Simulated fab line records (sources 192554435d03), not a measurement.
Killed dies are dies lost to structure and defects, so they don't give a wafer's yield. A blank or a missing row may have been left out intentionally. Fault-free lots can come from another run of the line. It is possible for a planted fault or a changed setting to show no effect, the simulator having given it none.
Split-lot trial / flow n5-finfet / 39 wafers read across 7 lots, on a route 1938 steps long

## THE SPLIT ITSELF
At N5_FIN_CUT_CUT_ETCH_15 (etches Si in HBr/Cl2/O2, target depth 100 nm, bt time 10 s, time 42.4 s), the setting time-s was moved away from the recipe's 42.4 s on 15 of the 39 wafers read, by -10.5% to +16.5%. All remaining wafers had this setting at the recipe value.

No step appears in the file between the split and the reading.

## THE READING
SOC_of_FIN_CUT_COAT_18.thk-nm (the simulator's own value, which no gauge read), in nm, at N5_FIN_CUT_CUT_ETCH_28 (etches Si in HBr/Cl2/O2, target depth 6 nm, time 2.4 s). There is no usual value for it anywhere in the file. The 24 wafers here that ran the recipe average 167.9 nm, standard deviation 0.67 nm.

wafer=L075.1; tool, chamber at the split=rie-si-02, 1; time-s as run, s=42.4; against the recipe=recipe; SOC_of_FIN_CUT_COAT_18.thk-nm, nm=168.2; against lot-mates on the recipe=-
wafer=L075.2; tool, chamber at the split=rie-si-02, 0; time-s as run, s=48.71; against the recipe=+14.9%; SOC_of_FIN_CUT_COAT_18.thk-nm, nm=163; against lot-mates on the recipe=-5.1
wafer=L075.3; tool, chamber at the split=rie-si-02, 2; time-s as run, s=42.4; against the recipe=recipe; SOC_of_FIN_CUT_COAT_18.thk-nm, nm=167.6; against lot-mates on the recipe=-
wafer=L075.4; tool, chamber at the split=rie-si-02, 3; time-s as run, s=48.71; against the recipe=+14.9%; SOC_of_FIN_CUT_COAT_18.thk-nm, nm=163.2; against lot-mates on the recipe=-4.9
wafer=L075.5; tool, chamber at the split=rie-si-02, 2; time-s as run, s=48.71; against the recipe=+14.9%; SOC_of_FIN_CUT_COAT_18.thk-nm, nm=161.8; against lot-mates on the recipe=-6.3
wafer=L075.6; tool, chamber at the split=rie-si-02, 3; time-s as run, s=42.4; against the recipe=recipe; SOC_of_FIN_CUT_COAT_18.thk-nm, nm=168.6; against lot-mates on the recipe=-
wafer=L082.1; tool, chamber at the split=rie-si-05, 2; time-s as run, s=49.41; against the recipe=+16.5%; SOC_of_FIN_CUT_COAT_18.thk-nm, nm=163.6; against lot-mates on the recipe=-4.7
wafer=L082.2; tool, chamber at the split=rie-si-05, 1; time-s as run, s=42.4; against the recipe=recipe; SOC_of_FIN_CUT_COAT_18.thk-nm, nm=167.6; against lot-mates on the recipe=-
wafer=L082.3; tool, chamber at the split=rie-si-05, 3; time-s as run, s=42.4; against the recipe=recipe; SOC_of_FIN_CUT_COAT_18.thk-nm, nm=168.4; against lot-mates on the recipe=-
wafer=L082.4; tool, chamber at the split=rie-si-05, 0; time-s as run, s=42.4; against the recipe=recipe; SOC_of_FIN_CUT_COAT_18.thk-nm, nm=168.8; against lot-mates on the recipe=-
wafer=L082.5; tool, chamber at the split=rie-si-05, 0; time-s as run, s=49.41; against the recipe=+16.5%; SOC_of_FIN_CUT_COAT_18.thk-nm, nm=162.4; against lot-mates on the recipe=-5.9
wafer=L082.6; tool, chamber at the split=rie-si-05, 3; time-s as run, s=49.41; against the recipe=+16.5%; SOC_of_FIN_CUT_COAT_18.thk-nm, nm=163; against lot-mates on the recipe=-5.3
wafer=L083.1; tool, chamber at the split=rie-si-02, 0; time-s as run, s=42.4; against the recipe=recipe; SOC_of_FIN_CUT_COAT_18.thk-nm, nm=167.4; against lot-mates on the recipe=-
wafer=L083.4; tool, chamber at the split=rie-si-02, 2; time-s as run, s=42.4; against the recipe=recipe; SOC_of_FIN_CUT_COAT_18.thk-nm, nm=166.6; against lot-mates on the recipe=-
wafer=L083.5; tool, chamber at the split=rie-si-02, 0; time-s as run, s=42.4; against the recipe=recipe; SOC_of_FIN_CUT_COAT_18.thk-nm, nm=166.2; against lot-mates on the recipe=-
wafer=L084.1; tool, chamber at the split=rie-si-06, 2; time-s as run, s=42.4; against the recipe=recipe; SOC_of_FIN_CUT_COAT_18.thk-nm, nm=167.4; against lot-mates on the recipe=-
wafer=L084.2; tool, chamber at the split=rie-si-06, 3; time-s as run, s=42.4; against the recipe=recipe; SOC_of_FIN_CUT_COAT_18.thk-nm, nm=167.6; against lot-mates on the recipe=-
wafer=L084.3; tool, chamber at the split=rie-si-06, 0; time-s as run, s=42.4; against the recipe=recipe; SOC_of_FIN_CUT_COAT_18.thk-nm, nm=168; against lot-mates on the recipe=-
wafer=L084.6; tool, chamber at the split=rie-si-06, 2; time-s as run, s=42.4; against the recipe=recipe; SOC_of_FIN_CUT_COAT_18.thk-nm, nm=168; against lot-mates on the recipe=-
wafer=L084.4; tool, chamber at the split=rie-si-06, 1; time-s as run, s=42.4; against the recipe=recipe; SOC_of_FIN_CUT_COAT_18.thk-nm, nm=169.2; against lot-mates on the recipe=-
wafer=L084.5; tool, chamber at the split=rie-si-06, 3; time-s as run, s=42.4; against the recipe=recipe; SOC_of_FIN_CUT_COAT_18.thk-nm, nm=169; against lot-mates on the recipe=-
wafer=L088.1; tool, chamber at the split=rie-si-02, 1; time-s as run, s=45.94; against the recipe=+8.3%; SOC_of_FIN_CUT_COAT_18.thk-nm, nm=165.6; against lot-mates on the recipe=-2.7
wafer=L088.2; tool, chamber at the split=rie-si-02, 0; time-s as run, s=42.4; against the recipe=recipe; SOC_of_FIN_CUT_COAT_18.thk-nm, nm=168.4; against lot-mates on the recipe=-
wafer=L088.3; tool, chamber at the split=rie-si-02, 2; time-s as run, s=42.4; against the recipe=recipe; SOC_of_FIN_CUT_COAT_18.thk-nm, nm=168.4; against lot-mates on the recipe=-
wafer=L088.4; tool, chamber at the split=rie-si-02, 3; time-s as run, s=45.94; against the recipe=+8.3%; SOC_of_FIN_CUT_COAT_18.thk-nm, nm=165.8; against lot-mates on the recipe=-2.5
wafer=L088.5; tool, chamber at the split=rie-si-02, 1; time-s as run, s=45.94; against the recipe=+8.3%; SOC_of_FIN_CUT_COAT_18.thk-nm, nm=164.8; against lot-mates on the recipe=-3.5
wafer=L088.6; tool, chamber at the split=rie-si-02, 0; time-s as run, s=42.4; against the recipe=recipe; SOC_of_FIN_CUT_COAT_18.thk-nm, nm=168; against lot-mates on the recipe=-
wafer=L092.1; tool, chamber at the split=rie-si-02, 3; time-s as run, s=42.4; against the recipe=recipe; SOC_of_FIN_CUT_COAT_18.thk-nm, nm=167.6; against lot-mates on the recipe=-
wafer=L092.6; tool, chamber at the split=rie-si-02, 2; time-s as run, s=42.4; against the recipe=recipe; SOC_of_FIN_CUT_COAT_18.thk-nm, nm=167.6; against lot-mates on the recipe=-
wafer=L092.2; tool, chamber at the split=rie-si-02, 0; time-s as run, s=42.4; against the recipe=recipe; SOC_of_FIN_CUT_COAT_18.thk-nm, nm=168; against lot-mates on the recipe=-
wafer=L092.3; tool, chamber at the split=rie-si-02, 1; time-s as run, s=37.93; against the recipe=-10.5%; SOC_of_FIN_CUT_COAT_18.thk-nm, nm=171.2; against lot-mates on the recipe=+3.5
wafer=L092.4; tool, chamber at the split=rie-si-02, 2; time-s as run, s=37.93; against the recipe=-10.5%; SOC_of_FIN_CUT_COAT_18.thk-nm, nm=172.2; against lot-mates on the recipe=+4.5
wafer=L092.5; tool, chamber at the split=rie-si-02, 1; time-s as run, s=37.93; against the recipe=-10.5%; SOC_of_FIN_CUT_COAT_18.thk-nm, nm=171.6; against lot-mates on the recipe=+3.9
wafer=L093.1; tool, chamber at the split=rie-si-02, 3; time-s as run, s=39.42; against the recipe=-7.0%; SOC_of_FIN_CUT_COAT_18.thk-nm, nm=171; against lot-mates on the recipe=+3.3
wafer=L093.3; tool, chamber at the split=rie-si-02, 2; time-s as run, s=39.42; against the recipe=-7.0%; SOC_of_FIN_CUT_COAT_18.thk-nm, nm=171; against lot-mates on the recipe=+3.3
wafer=L093.2; tool, chamber at the split=rie-si-02, 0; time-s as run, s=42.4; against the recipe=recipe; SOC_of_FIN_CUT_COAT_18.thk-nm, nm=167.8; against lot-mates on the recipe=-
wafer=L093.6; tool, chamber at the split=rie-si-02, 3; time-s as run, s=42.4; against the recipe=recipe; SOC_of_FIN_CUT_COAT_18.thk-nm, nm=167.8; against lot-mates on the recipe=-
wafer=L093.4; tool, chamber at the split=rie-si-02, 1; time-s as run, s=39.42; against the recipe=-7.0%; SOC_of_FIN_CUT_COAT_18.thk-nm, nm=170.8; against lot-mates on the recipe=+3.1
wafer=L093.5; tool, chamber at the split=rie-si-02, 0; time-s as run, s=42.4; against the recipe=recipe; SOC_of_FIN_CUT_COAT_18.thk-nm, nm=167.4; against lot-mates on the recipe=-

FIT RESULTS
A straight line over all 39 wafers: SOC_of_FIN_CUT_COAT_18.thk-nm changes by -0.336 nm for each +1% of time-s; r = -0.97; the points scatter about the line by 0.67 nm.
The same after taking each lot's own level away (the mean of its wafers on the recipe; 39 wafers): -0.358 nm for each +1%; r = -0.98; scatter 0.54 nm.
On that fit, the largest move of time-s shifts the reading by 5.9 nm.
Measured against the standard deviation above, the lots' own levels, which go from 166.73 to 168.27 nm, span 2.3 times it.
The two slopes are in agreement: the lot-to-lot level therefore moves the slope only a little.
Check: for one of the wafers moved furthest among these (+16.5%), held out of the fit, the line's prediction against its lot-mates is -5.97 nm. Against them it came out at -4.67 nm.

## OTHER SPLITS APPLIED TO THESE WAFERS
Other splits were also applied to these wafers ahead of the reading. Each is held against what the fit with the lots' levels taken away leaves over:
other split on the same wafers=N5_FIN_CUT_ETCH_21 time-s; wafers away from the commonest value=15; r with SOC_of_FIN_CUT_COAT_18.thk-nm (lot level and that fit taken away)=+0.12

## THE WHOLE CHAIN: every reading that the file lists as answering this split, in the file's order
step=N5_FIN_CUT_CUT_ETCH_15; what it does=etches Si in HBr/Cl2/O2, target depth 100 nm, bt time 10 s, time 42.4 s; reading=etch.depth-nm (the simulator's own value, which no gauge read); change (the file's fit)=+0.957 nm for each +1% of the setting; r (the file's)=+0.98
step=N5_FIN_CUT_CUT_ETCH_15; what it does=etches Si in HBr/Cl2/O2, target depth 100 nm, bt time 10 s, time 42.4 s; reading=FIN_CUT.feature-depth-nm (the simulator's own value, which no gauge read); change (the file's fit)=+0.958 nm for each +1% of the setting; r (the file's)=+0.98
step=N5_FIN_CUT_CUT_ETCH_15; what it does=etches Si in HBr/Cl2/O2, target depth 100 nm, bt time 10 s, time 42.4 s; reading=SOC_of_FIN_CUT_COAT_18.thk-nm (the simulator's own value, which no gauge read); change (the file's fit)=-0.357 nm for each +1% of the setting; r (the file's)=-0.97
step=N5_FIN_CUT_CUT_ETCH_28; what it does=etches Si in HBr/Cl2/O2, target depth 6 nm, time 2.4 s; reading=SOC_of_FIN_CUT_COAT_18.thk-nm (the simulator's own value, which no gauge read); change (the file's fit)=-0.354 nm for each +1% of the setting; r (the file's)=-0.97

## FILE'S OWN FIT
SOC_of_FIN_CUT_COAT_18.thk-nm changes by -0.354 nm for each +1% of time-s, r = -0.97.
